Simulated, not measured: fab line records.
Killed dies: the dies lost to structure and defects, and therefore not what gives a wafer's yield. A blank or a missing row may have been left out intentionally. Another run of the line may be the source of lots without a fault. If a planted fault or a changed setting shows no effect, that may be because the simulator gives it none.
fab line records ; flow n5_finfet
record lots=11; wafers=31; last_day=18
route steps=1938 shown DUMMY_GATE@236 SD_EPI_N@267 PASSIVATION@1936
lots that met no fault: taken from a fault-free run of the same line
start_h: hours from the record's first day to the start of the lot's first wafer shown ; wait_h: hours elapsed since this lot's preceding step ; " unchanged from the row above ; L1.1+2: several wafers, shown together as one row ; - value missing, or start not given ; * or withheld: withheld ; < > ~ a bound
route shown NAME@n: NAME is a module with steps in the file, n the number in the route of the first one ; usual: the fault-free wafers' mean and standard deviation ; same: alike in all rows ; chamber/n: place in a boat ; sites: each site's reading ; _std_site: the values' standard deviation ; _edge_site: inner sites' mean taken away from outer sites' mean ; radius_mm: for every site, how far away it sits from the centre of the wafer ; mask NAME#n: copy n ; behind: tool/chamber where the wafer was last shaped ; hold: why the lot was held/for how many hours/how that ended ; device: which transistor (n, p or np) failed to switch ; end of line: at the end of the route, the tests of the same wafers ; for a step that has no rows: nothing shown but its recipe ; killed: the dies lost at the first sort to structure and to defects; this is not the yield of the wafer ; map: shows each die of a wafer: x if killed, . if not, _ if none is there
set.NAME: the setting that was run; set.NAME@STEP: the one run at that earlier step ; model.NAME: the simulator's own value behind a step, which no gauge read
steps of the route over a sample of lots; a table a step, a row a wafer
services: the hour from which a tool's chamber was out of use, counted from the record's first day as start_h (under 0 if before that day), plus the number of hours and why
## steps
# step N5_DUMMY_GATE_ETCH_36
# recipe chemistry=CF4; target=SiARC; target_depth_a=130; pressure_mtorr=40; source_w=545; bias_w=36; Ar_flow_sccm=100; cf4_flow_sccm=100; ion_energy_ev=80
# usual chamber_pressure_mTorr=40.00/0.035; drypump_motor_current_A=5.7/0.6; mfc_ar_sccm=100.0/0.32; oes_product_au=0.79/0.094; rf_vpp_V=184.1/1.1; showerhead_plenum_p_Torr=2.14/0.059; throttle_valve_pct=15.7/0.31
lot.wafer;tool;chamber;start_h;wait_h;chamber_pressure_mTorr;drypump_motor_current_A;mfc_ar_sccm;oes_product_au;rf_hours_counter_h;rf_vpp_V;showerhead_plenum_p_Torr;throttle_valve_pct
L888.1;rie_diel-03;1;53.94;0.0;40.02;5.3;99.7;0.80;134;182.5;2.15;15.4
L888.5;rie_diel-03;2;53.94;0.0;39.99;5.5;100.4;0.71;-;182.7;2.06;15.8
L889.4;rie_diel-04;0;55.77;0.0;39.95;5.7;100.5;0.70;206;184.4;2.21;16.2
L889.5;rie_diel-04;0;55.77;0.0;39.97;5.7;100.1;0.70;-;186.6;2.21;16.2
L889.6;rie_diel-04;1;55.77;0.0;40.08;6.5;99.8;0.82;-;184.8;2.17;15.5
L891.1;rie_diel-01;3;66.18;0.0;39.98;6.4;99.9;0.93;17;182.8;2.11;15.3
L891.2;rie_diel-01;1;66.18;0.0;39.92;5.2;100.1;0.74;169;182.5;2.12;15.8
L891.4;rie_diel-01;0;66.18;0.0;40.00;4.7;100.4;0.98;5;184.8;2.19;15.3
L894.3;rie_diel-03;0;83.31;0.0;40.01;5.0;99.9;0.90;40;184.2;2.18;15.1
L894.4;rie_diel-03;2;83.31;0.0;39.99;5.5;100.0;0.71;192;183.1;2.05;15.8
L894.5;rie_diel-03;0;83.31;0.0;39.98;5.0;99.6;0.90;-;185.2;2.18;15.1
L898.2;rie_diel-01;3;105.41;0.0;40.00;6.4;100.4;0.91;30;182.7;2.11;15.4
L898.3;rie_diel-01;2;105.41;0.0;39.92;6.1;100.3;0.67;249;183.6;2.11;15.6
L898.6;rie_diel-01;1;105.41;0.0;40.05;5.2;99.3;0.74;-;182.5;2.11;15.9
L899.2;rie_diel-04;1;113.80;0.0;40.03;6.5;100.2;0.79;88;184.3;2.17;15.6
L899.5;rie_diel-04;0;113.80;0.0;40.01;5.7;99.9;0.68;-;183.8;2.21;16.2
L899.6;rie_diel-04;1;113.80;0.0;40.03;6.5;99.8;0.80;-;183.0;2.17;15.6
L905.3;rie_diel-01;3;151.13;0.0;40.07;6.4;100.0;0.88;47;183.2;2.10;15.4
L905.6;rie_diel-01;3;151.13;0.0;40.04;6.4;100.0;0.88;-;182.7;2.10;15.4
L907.3;rie_diel-01;1;163.43;0.0;39.98;5.2;100.3;0.72;202;186.0;2.10;15.9
L907.4;rie_diel-01;0;163.43;0.0;40.01;4.7;100.4;0.90;39;185.7;2.18;15.4
L907.6;rie_diel-01;1;163.43;0.0;40.02;5.2;100.0;0.72;-;184.2;2.10;15.9
L908.1;rie_diel-03;2;166.16;0.0;39.96;5.5;100.3;0.68;219;182.4;2.04;15.9
L908.5;rie_diel-03;0;166.16;0.0;39.99;5.0;99.8;0.86;-;184.6;2.17;15.2
L908.6;rie_diel-03;1;166.16;0.0;39.98;5.3;99.7;0.77;-;184.1;2.14;15.5
L909.2;rie_diel-01;3;171.89;0.0;40.03;6.4;99.3;0.86;54;181.9;2.10;15.5
L909.3;rie_diel-01;1;171.89;0.0;40.03;5.2;99.9;0.72;206;182.8;2.10;15.9
L909.4;rie_diel-01;2;171.89;0.0;39.98;6.1;99.7;0.97;13;184.8;2.10;15.2
L910.2;rie_diel-03;0;177.55;0.0;40.00;5.0;99.6;0.86;66;186.3;2.17;15.2
L910.4;rie_diel-03;2;177.55;0.0;39.96;5.5;100.1;0.68;223;182.6;2.04;15.9
L910.6;rie_diel-03;2;177.55;0.0;39.96;5.5;100.4;0.68;-;181.9;2.04;15.9
# step N5_DUMMY_GATE_TRIM_49
# recipe chemistry=O2; resist=SOC; time_s=29; target_cd_nm=14; source_power_w=300; bias_power_w=0; O2_flow_sccm=100; temp_c=20
# usual chamber_pressure_mTorr=60.00/0.056; drypump_motor_current_A=5.7/0.55; oes_product_au=1.006/0.013; throttle_valve_pct=8.17/0.12
lot.wafer;tool;chamber;start_h;wait_h;chamber_pressure_mTorr;drypump_motor_current_A;oes_product_au;rf_hours_counter_h;throttle_valve_pct
L888.1;rie_si-01;3;54.06;0.0;60.05;5.9;0.995;92;7.94
L888.5;rie_si-01;3;54.06;0.0;59.94;5.9;1.003;-;7.93
L889.4;rie_si-01;1;55.89;0.0;59.92;5.2;1.000;48;8.27
L889.5;rie_si-01;1;55.89;0.0;60.09;5.2;1.004;-;8.26
L889.6;rie_si-01;0;55.89;0.0;59.99;6.2;1.005;-;8.22
L891.1;rie_si-01;2;66.31;0.0;59.98;6.3;1.003;172;8.11
L891.2;rie_si-01;3;66.31;0.0;59.94;5.9;1.005;92;7.93
L891.4;rie_si-01;1;66.31;0.0;60.01;5.2;0.999;48;8.24
L894.3;rie_si-06;1;83.43;0.0;60.02;5.0;1.004;13;8.00
L894.4;rie_si-06;0;83.43;0.0;60.01;5.2;1.001;1;8.19
L894.5;rie_si-06;3;83.43;0.0;59.98;6.3;0.981;-;8.21
L898.2;rie_si-01;0;105.53;0.0;60.11;6.3;0.996;182;8.23
L898.3;rie_si-01;3;105.53;0.0;60.05;5.9;1.003;93;7.92
L898.6;rie_si-01;0;105.53;0.0;59.94;6.3;0.998;-;8.23
L899.2;rie_si-03;1;113.92;0.0;60.09;5.2;1.003;159;8.35
L899.5;rie_si-03;0;113.92;0.0;59.98;6.4;1.012;-;8.29
L899.6;rie_si-03;1;113.92;0.0;60.05;5.3;0.995;-;8.34
L905.3;rie_si-06;3;151.26;0.0;60.10;6.4;0.965;162;8.21
L905.6;rie_si-06;3;151.26;0.0;60.05;6.4;0.979;-;8.22
L907.3;rie_si-01;1;163.55;0.0;60.05;5.2;1.008;50;8.25
L907.4;rie_si-01;3;163.55;0.0;59.96;5.9;1.005;94;7.96
L907.6;rie_si-01;2;163.55;0.0;60.01;6.3;1.009;-;8.10
L908.1;rie_si-01;0;166.28;0.0;59.93;6.2;1.000;183;8.24
L908.5;rie_si-01;3;166.28;0.0;60.08;5.9;1.008;-;7.94
L908.6;rie_si-01;0;166.28;0.0;60.11;6.3;0.991;-;8.23
L909.2;rie_si-01;1;172.01;0.0;60.08;5.2;1.014;50;8.26
L909.3;rie_si-01;2;172.01;0.0;60.01;6.3;1.014;174;8.10
L909.4;rie_si-01;3;172.01;0.0;60.03;5.9;1.000;94;7.94
L910.2;rie_si-03;1;177.67;0.0;59.97;5.3;1.012;160;8.33
L910.4;rie_si-03;2;177.67;0.0;59.93;5.3;1.023;11;8.28
L910.6;rie_si-03;2;177.67;0.0;59.96;5.3;1.037;-;8.28
# step N5_DUMMY_GATE_ETCH_23
# recipe chemistry=HBr/Cl2/O2; HBr_flow_sccm=150; Cl2_flow_sccm=80; O2_flow_sccm=12; bias_w=102; target_depth_a=410; time_s=22.3; target=poly-Si; mask_material=SiO2; pressure_mtorr=10; icp_w=800
# usual chamber_pressure_mTorr=9.999/0.0096; drypump_motor_current_A=5.7/0.57; oes_product_au=1.004/0.018; throttle_valve_pct=37.19/0.28
lot.wafer;tool;chamber;start_h;wait_h;chamber_pressure_mTorr;drypump_motor_current_A;oes_product_au;rf_hours_counter_h;throttle_valve_pct
L888.1;rie_si-03;1;54.53;0.0;10.009;5.3;0.990;158;37.43
L888.5;rie_si-03;2;54.53;0.0;9.986;5.3;1.012;-;37.59
L889.4;rie_si-06;3;56.37;0.0;9.992;6.4;0.968;160;37.01
L889.5;rie_si-06;3;56.37;0.0;10.026;6.4;0.973;-;37.00
L889.6;rie_si-06;0;56.37;0.0;10.002;5.2;0.992;-;37.41
L891.1;rie_si-03;0;66.89;0.0;9.989;6.4;1.009;183;37.33
L891.2;rie_si-03;3;66.89;0.0;9.987;6.1;1.012;21;37.06
L891.4;rie_si-03;2;66.89;0.0;9.991;5.3;1.009;9;37.60
L894.3;rie_si-06;2;83.91;0.0;10.017;4.9;1.003;100;36.89
L894.4;rie_si-06;3;83.91;0.0;9.989;6.4;0.974;161;37.01
L894.5;rie_si-06;3;83.91;0.0;9.994;6.4;0.965;-;37.01
L898.2;rie_si-03;3;106.09;0.0;9.997;6.0;0.999;21;37.04
L898.3;rie_si-03;1;106.09;0.0;10.018;5.3;0.998;159;37.43
L898.6;rie_si-03;3;106.09;0.0;9.994;6.0;1.001;-;37.05
L899.2;rie_si-06;3;114.44;0.0;10.006;6.4;0.973;161;37.02
L899.5;rie_si-06;0;114.44;0.0;9.995;5.2;0.997;-;37.41
L899.6;rie_si-06;1;114.44;0.0;9.988;5.1;1.020;-;37.35
L905.3;rie_si-01;1;151.73;0.0;10.005;5.2;1.016;49;37.58
L905.6;rie_si-01;2;151.73;0.0;10.009;6.3;1.021;-;36.98
L907.3;rie_si-06;2;164.03;0.0;10.007;4.9;1.012;101;36.89
L907.4;rie_si-06;3;164.03;0.0;10.006;6.4;0.965;162;37.03
L907.6;rie_si-06;1;164.03;0.0;9.994;5.1;1.028;-;37.35
L908.1;rie_si-03;2;166.94;0.0;9.996;5.3;1.027;11;37.59
L908.5;rie_si-03;1;166.94;0.0;9.997;5.3;0.997;-;37.43
L908.6;rie_si-03;0;166.94;0.0;10.003;6.4;1.027;-;37.34
L909.2;rie_si-03;2;172.49;0.0;9.993;5.3;1.022;11;37.59
L909.3;rie_si-03;3;172.49;0.0;10.008;6.1;1.011;23;37.06
L909.4;rie_si-03;0;172.49;0.0;9.987;6.4;1.024;185;37.33
L910.2;rie_si-01;2;178.15;0.0;9.983;6.3;0.994;174;36.96
L910.4;rie_si-01;3;178.15;0.0;9.993;5.9;0.989;94;36.65
L910.6;rie_si-01;2;178.15;0.0;10.011;6.3;1.003;-;36.97
# step N5_SD_EPI_N_EXPOSE_06
# recipe mask_id=SD_N_BLK; na=1.35; source_shape=conventional; sigma_outer=0.8; polarization=unpolarized; target_cd_nm=120; dose_mj=39.75
# same sigma_outer=0.8
lot.wafer;tool;chamber;start_h;wait_h;mask
L888.1+5;arfi_scanner-03;0;56.08;-;SD_N_BLK#0
L889.4+5+6;arfi_scanner-03;0;58.80;-;SD_N_BLK#0
L891.1+2+4;arfi_scanner-01;0;68.22;-;SD_N_BLK#0
L894.3+4+5;arfi_scanner-02;0;85.25;-;SD_N_BLK#0
L898.2+3+6;arfi_scanner-03;0;107.79;-;SD_N_BLK#0
L899.2+5+6;arfi_scanner-03;0;115.66;-;SD_N_BLK#0
L905.3+6;arfi_scanner-03;0;153.09;-;SD_N_BLK#0
L907.3+4+6;arfi_scanner-03;0;165.37;-;SD_N_BLK#0
L908.1+5+6;arfi_scanner-02;0;168.71;-;SD_N_BLK#0
L909.2+3+4;arfi_scanner-02;0;174.06;-;SD_N_BLK#0
L910.2+4+6;arfi_scanner-02;0;180.29;-;SD_N_BLK#0
# step N5_SD_EPI_N_CD_MEAS_09
# recipe target_cd_nm=120; landing_energy_ev=500; detector=se_inlens
# usual cd_nm=119.8/0.7
lot.wafer;tool;chamber;start_h;wait_h;cd_nm
L888.1;cd_sem-01;0;56.20;-;120.1
L888.5;cd_sem-01;0;56.20;-;120.1
L889.4;cd_sem-01;0;58.91;-;119.4
L889.5;cd_sem-01;0;58.91;-;120.2
L889.6;cd_sem-01;0;58.91;-;119.7
L891.1;cd_sem-01;0;68.34;-;118.4
L891.2;cd_sem-01;0;68.34;-;120.5
L891.4;cd_sem-01;0;68.34;-;119.9
L894.3;cd_sem-03;0;85.36;-;120.7
L894.4;cd_sem-03;0;85.36;-;119.8
L894.5;cd_sem-03;0;85.36;-;118.9
L898.2;cd_sem-03;0;107.91;-;118.9
L898.3;cd_sem-03;0;107.91;-;119.3
L898.6;cd_sem-03;0;107.91;-;119.3
L899.2;cd_sem-02;0;115.78;-;120.0
L899.5;cd_sem-02;0;115.78;-;119.2
L899.6;cd_sem-02;0;115.78;-;119.5
L905.3;cd_sem-02;0;153.21;-;120.6
L905.6;cd_sem-02;0;153.21;-;110.0
L907.3;cd_sem-02;0;165.48;-;118.8
L907.4;cd_sem-02;0;165.48;-;120.0
L907.6;cd_sem-02;0;165.48;-;111.1
L908.1;cd_sem-02;0;168.83;-;120.2
L908.5;cd_sem-02;0;168.83;-;121.4
L908.6;cd_sem-02;0;168.83;-;120.3
L909.2;cd_sem-03;0;174.18;-;119.4
L909.3;cd_sem-03;0;174.18;-;118.8
L909.4;cd_sem-03;0;174.18;-;119.7
L910.2;cd_sem-03;0;180.41;-;120.0
L910.4;cd_sem-03;0;180.41;-;118.2
L910.6;cd_sem-03;0;180.41;-;119.8
# step N5_PASSIVATION_PROBE_49
# usual killed_at_M0_to_M3=36/10; killed_at_M4_up=13/5.5; killed_at_contacts=12/5.6; killed_at_front_end=42/12; killed_at_other=4/3.2; killed_dies=108/18; killed_open=71/13; killed_short=34/7.8
# same gross_dies=1180; killed_at_back_side=0
lot.wafer;tool;chamber;start_h;wait_h;killed_at_M0_to_M3;killed_at_M4_up;killed_at_contacts;killed_at_front_end;killed_at_other;killed_dies;killed_open;killed_short
L905.6;prober-02;-;381.11;0.3;45;11;10;43;5;114;83;28
# killed by level:class
L905.6 STI_FIN_REVEAL:geometric_particle:open=24 BEOL_M0_SAQP:geometric_particle:short=12 MOL_CONTACT_COAG:geometric_particle:open=9 BEOL_M0_SAQP:geometric_particle:open=9 BEOL_M3:geometric_particle:open=8 BEOL_M2:geometric_particle:open=5 BEOL_M0:geometric_particle:open=4 PASS1_CAP:geometric_particle:open=4
## services
tool;chamber;start_h;hours;kind
rie_si-06;2;30.13;1.4;repair
arfi_scanner-03;-;31.54;4.2;repair
rie_diel-03;2;31.89;9.4;repair
rie_diel-04;-;32.22;14.6;pm
arfi_scanner-02;-;35.89;0.8;repair
rie_si-01;-;46.52;0.5;repair
arfi_scanner-03;-;47.00;1.0;pm
arfi_scanner-03;-;49.80;1.3;pm
arfi_scanner-02;-;55.30;5.6;repair
arfi_scanner-03;-;57.57;1.2;repair
rie_diel-01;-;61.20;4.3;pm
rie_diel-03;-;63.79;0.7;repair
arfi_scanner-03;-;65.11;0.4;repair
arfi_scanner-02;-;67.32;4.9;pm
rie_si-06;2;69.23;8.5;repair
arfi_scanner-02;-;77.11;1.0;pm
arfi_scanner-02;-;78.11;1.3;pm
arfi_scanner-03;-;85.97;1.0;pm
rie_diel-03;0;86.86;11.8;repair
rie_diel-03;3;95.85;18.6;repair
rie_si-03;2;105.54;6.1;repair
rie_si-06;-;147.55;3.1;repair
arfi_scanner-03;-;158.52;0.8;pm
arfi_scanner-03;-;175.30;1.3;pm
## key
first_sign step=N5_SD_EPI_N_CD_MEAS_09; reading=cd_nm; direction=down; sigmas=13; usual=119.8; struck=110.6
effect none on later readings
met_at N5_SD_EPI_N_EXPOSE_06
struck_lots L905,L907
struck_wafers L905.6,L907.6
tester_left_out L905,L907
not_acting_at N5_DUMMY_GATE_ETCH_36,N5_DUMMY_GATE_TRIM_49,N5_DUMMY_GATE_ETCH_23
onset_between 115.66 153.09
fault kind=process_parameter_drift; tool=arfi_scanner-03; chamber=-; onset_h=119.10; steps=N5_SD_EPI_N_EXPOSE_06; channel=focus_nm; offset=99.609; shape=step; end_h=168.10; scope=struck_wafers_only
# tester_left_out: of these lots the tester's yield and bins aren't shown, on N5 and GAA mostly nor the transistor test; their killed dies are dies lost to structure and defects alone, not to doping, threshold or leakage, so they don't give the yield
